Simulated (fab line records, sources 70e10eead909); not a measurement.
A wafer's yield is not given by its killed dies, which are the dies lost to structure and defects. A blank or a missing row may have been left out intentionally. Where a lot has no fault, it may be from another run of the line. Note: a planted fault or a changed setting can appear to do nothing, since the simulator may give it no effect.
The tool behind it: which one?    flow nand harc    36 wafers from 12 lots sampled at 5 of the route's 1302 steps

== WHAT THE GAUGES SHOWED, per wafer ==
NHARC_END_SORT_01. Usual: killed at array 58, standard deviation 20; killed at other 0.8, standard deviation 1; killed at periphery 4.6, standard deviation 2.8; killed dies 63, standard deviation 19; killed open 3.4, standard deviation 2; killed short 2.4, standard deviation 1.8.
lot   measured      on         killed at array  killed at other  killed at periphery  killed dies  killed open  killed short  flag
L893  day 25 05:03  prober-02  74 68 76         1 0 0            4 8 3                79 76 79     2 5 1        3 2 1         
L895  day 25 12:03  prober-01  62 47 81         0 2 1            2 4 2                64 53 84     2 9 4        1 6 4         
L896  day 25 21:40  prober-01  28 28 21         4 3 2            11 7 8               43 38 31     2 1 3        4 2 2         
L897  day 25 21:42  prober-02  73 67 63         1 1 5            3 8 7                77 76 75     8 4 2        1 1 7         
L901  day 28 08:26  prober-02  47 59 47         2 1 1            6 3 5                55 63 53     6 2 1        1 0 2         
L904  day 29 06:58  prober-01  42 37 29         0 1 1            3 1 6                45 39 36     3 8 3        2 2 2         
L905  day 30 06:06  prober-02  89 75 97         0 2 0            4 6 0                93 83 97     5 9 3        1 0 1         
L906  day 31 06:33  prober-02  33 36 26         1 2 2            3 4 6                37 42 34     2 5 4        2 3 2         
L908  day 31 06:34  prober-01  67 46 40         1 0 1            1 3 1                69 49 42     3 4 0        4 0 0         
L907  day 30 21:44  prober-01  108 105 91       1 2 0            3 3 6                112 110 97   4 3 7        2 1 2         
L914  day 34 11:13  prober-02  71 71 72         0 2 0            4 6 7                75 79 79     0 4 2        0 6 2         
L915  day 34 09:34  prober-01  60 73 82         1 0 0            2 3 4                63 76 86     2 7 6        1 1 0         

== EACH LOT AND THE TOOL THAT RAN IT (in order: tool; ch and the chambers of the sampled wafers; start) ==
lot   NHARC_A_STAIRCASE_DEP_280        NHARC_A_STAIRCASE_ETCH_292          NHARC_A_STAIRCASE_ETCH_315          NHARC_A_STAIRCASE_ALD_415
L893  pecvd-01 ch 0,1,2, day 17 06:25  rie diel-06 ch 0,1,2, day 17 07:32  rie diel-06 ch 1,2,3, day 17 16:08  ald hk-01 ch 0,1,3, day 17 17:25
L895  pecvd-01 ch 0,1, day 17 21:30    rie diel-06 ch 0,1,3, day 17 22:56  rie diel-06 ch 1,2,3, day 18 07:46  ald hk-01 ch 1,2, day 18 08:53
L896  pecvd-04 ch 0,1, day 18 08:32    rie diel-04 ch 1,2, day 18 09:34    rie diel-02 ch 0,1, day 18 15:10    ald hk-02 ch 0,1,2, day 18 16:40
L897  pecvd-04 ch 0,1,2, day 18 10:25  rie diel-02 ch 0,1,3, day 18 11:25  rie diel-06 ch 1,2,3, day 18 18:45  ald hk-04 ch 0,1,2, day 18 20:13
L901  pecvd-01 ch 1,2, day 20 19:52    rie diel-04 ch 0,1, day 20 20:47    rie diel-04 ch 1,2,3, day 21 03:05  ald hk-04 ch 1,2, day 21 04:26
L904  pecvd-02 ch 0,1,2, day 21 07:14  rie diel-02 ch 0,2, day 21 08:25    rie diel-02 ch 0,2,3, day 21 16:11  ald hk-04 ch 1,3, day 21 17:38
L905  pecvd-01 ch 0,1,2, day 22 19:02  rie diel-02 ch 0,2,3, day 22 20:04  rie diel-02 ch 0,1, day 23 04:53    ald hk-01 ch 0,2,3, day 23 06:50
L906  pecvd-04 ch 0,1,2, day 22 23:36  rie diel-02 ch 0,1,3, day 23 00:32  rie diel-06 ch 0,1,3, day 23 07:34  ald hk-01 ch 0,1,3, day 23 09:17
L908  pecvd-04 ch 0,1,2, day 23 07:50  rie diel-02 ch 0,1,2, day 23 08:53  rie diel-02 ch 1,2,3, day 23 17:10  ald hk-02 ch 1,2,3, day 23 18:23
L907  pecvd-02 ch 0,2, day 23 09:41    rie diel-06 ch 0,1,2, day 23 15:58  rie diel-04 ch 0,1,2, day 23 22:16  ald hk-01 ch 0,1,2, day 23 23:32
L914  pecvd-02 ch 0,1,2, day 26 08:23  rie diel-04 ch 1,2,3, day 26 09:28  rie diel-06 ch 0,2, day 27 02:15    ald hk-01 ch 0,1,2, day 27 03:46
L915  pecvd-01 ch 0,1, day 26 15:54    rie diel-04 ch 1,2,3, day 26 18:01  rie diel-02 ch 0,1,3, day 27 05:13  ald hk-04 ch 1,2,3, day 27 06:56
- NHARC_A_STAIRCASE_DEP_280: deposits SiON, target thk 30 nm.
- NHARC_A_STAIRCASE_ETCH_292: etches the open film in CF4/CHF3.
- NHARC_A_STAIRCASE_ETCH_315: etches the open film in C4F8/O2/Ar, target depth 2500 nm, time 607.1 s.
- NHARC_A_STAIRCASE_ALD_415: deposits SiO2, target thk 30 nm, pulse time 6 s, ald cycles 300.

== WHAT THE TOOLS THEMSELVES READ (means of the sampled wafers that have a number; where no wafer has one, the mark that the record gives instead) ==
NHARC_A_STAIRCASE_DEP_280. Usual: heater power w 772 W, standard deviation 95.
lot   tool      heater power w (W)  flag
L893  pecvd-01  847                 
L895  pecvd-01  788                 
L896  pecvd-04  807                 
L897  pecvd-04  869                 
L901  pecvd-01  951                 
L904  pecvd-02  719                 
L905  pecvd-01  756                 
L906  pecvd-04  810                 
L908  pecvd-04  760                 
L907  pecvd-02  706                 
L914  pecvd-02  708                 
L915  pecvd-01  744                 

NHARC_A_STAIRCASE_ETCH_292. Usual: drypump motor current A 5.90 A, standard deviation 0.28; oes product au 0.937 a.u., standard deviation 0.02; rf fwd power W 497.0 W, standard deviation 1.6; rf vpp V 369.5 V, standard deviation 2.6; showerhead plenum p Torr 1.54 Torr, standard deviation 0.072; throttle valve pct 16.802 %, standard deviation 0.0099.
lot   tool         drypump motor current A (A)  oes product au (a.u.)  rf fwd power W (W)  rf vpp V (V)  showerhead plenum p Torr (Torr)  throttle valve pct (%)  flag
L893  rie diel-06  5.80                         0.933                  496.9               371.1         1.57                             16.806                  
L895  rie diel-06  5.65                         0.924                  497.2               372.6         1.63                             16.795                  
L896  rie diel-04  6.02                         0.930                  497.2               368.1         1.51                             16.801                  
L897  rie diel-02  5.93                         0.920                  497.7               368.2         1.49                             16.796                  
L901  rie diel-04  5.75                         0.929                  496.6               366.3         1.49                             16.802                  
L904  rie diel-02  6.04                         0.932                  497.7               369.4         1.55                             16.814                  
L905  rie diel-02  6.04                         0.978                  497.8               368.4         1.51                             16.803                  
L906  rie diel-02  5.95                         0.921                  498.2               367.1         1.48                             16.791                  
L908  rie diel-02  5.94                         0.927                  498.7               367.6         1.52                             16.803                  
L907  rie diel-06  5.78                         0.932                  497.4               369.7         1.56                             16.796                  
L914  rie diel-04  6.06                         0.980                  496.9               370.2         1.56                             16.801                  
L915  rie diel-04  6.06                         0.928                  496.6               369.6         1.56                             16.810                  

NHARC_A_STAIRCASE_ETCH_315. Usual: oes product au 0.932 a.u., standard deviation 0.012; rf fwd power W 599.0 W, standard deviation 1.8; rf vpp V 1819 V, standard deviation 11.
lot   tool         oes product au (a.u.)  rf fwd power W (W)  rf vpp V (V)  flag
L893  rie diel-06  0.927                  597.6               1833          
L895  rie diel-06  0.929                  601.4               1833          
L896  rie diel-02  0.955                  598.0               1813          
L897  rie diel-06  0.941                  599.3               1833          
L901  rie diel-04  0.923                  599.4               1812          
L904  rie diel-02  0.931                  598.8               1816          
L905  rie diel-02  1.146                  840.5               1811          OFF
L906  rie diel-06  0.925                  598.0               1835          
L908  rie diel-02  1.157                  839.5               1817          OFF
L907  rie diel-04  0.932                  598.6               1812          
L914  rie diel-06  0.919                  598.0               1821          
L915  rie diel-02  0.931                  598.7               1811          

NHARC_A_STAIRCASE_ALD_415. Usual: heater power w 502 W, standard deviation 30; precursor pulse height rel 1.004, standard deviation 0.018.
lot   tool       heater power w (W)  precursor pulse height rel  flag
L893  ald hk-01  476                 0.993                       
L895  ald hk-01  475                 1.001                       
L896  ald hk-02  504                 0.978                       
L897  ald hk-04  517                 1.005                       
L901  ald hk-04  516                 1.014                       
L904  ald hk-04  457                 1.008                       
L905  ald hk-01  488                 1.026                       
L906  ald hk-01  488                 1.029                       
L908  ald hk-02  509                 0.999                       
L907  ald hk-01  484                 1.010                       
L914  ald hk-01  487                 1.004                       
L915  ald hk-04  482                 0.993                       

== THE ANSWER, worked out from the rows above alone ==
Rule: a lot is off if the mean of its wafers that have a number lies more than 3 standard deviations from the usual mean. A lot without any number at a reading at which 4 lots or more have one is off too. Any other lot the step has rows for is counted as sound. First the gauges in route order, then the tools' own readings, where a lot's mean is used as printed above. At the first step where some lot is off, the reading lying furthest off is the one used; lots without a number count as furthest.
Off at NHARC_A_STAIRCASE_ETCH_315 (rf fwd power W): L905, L908.
A tool fits if, at that step or a process step before it, it ran every lot that is off, and no sound lot after the first of them. None of those tried fits.

== WHAT THE SIMULATOR HAD PUT IN ==
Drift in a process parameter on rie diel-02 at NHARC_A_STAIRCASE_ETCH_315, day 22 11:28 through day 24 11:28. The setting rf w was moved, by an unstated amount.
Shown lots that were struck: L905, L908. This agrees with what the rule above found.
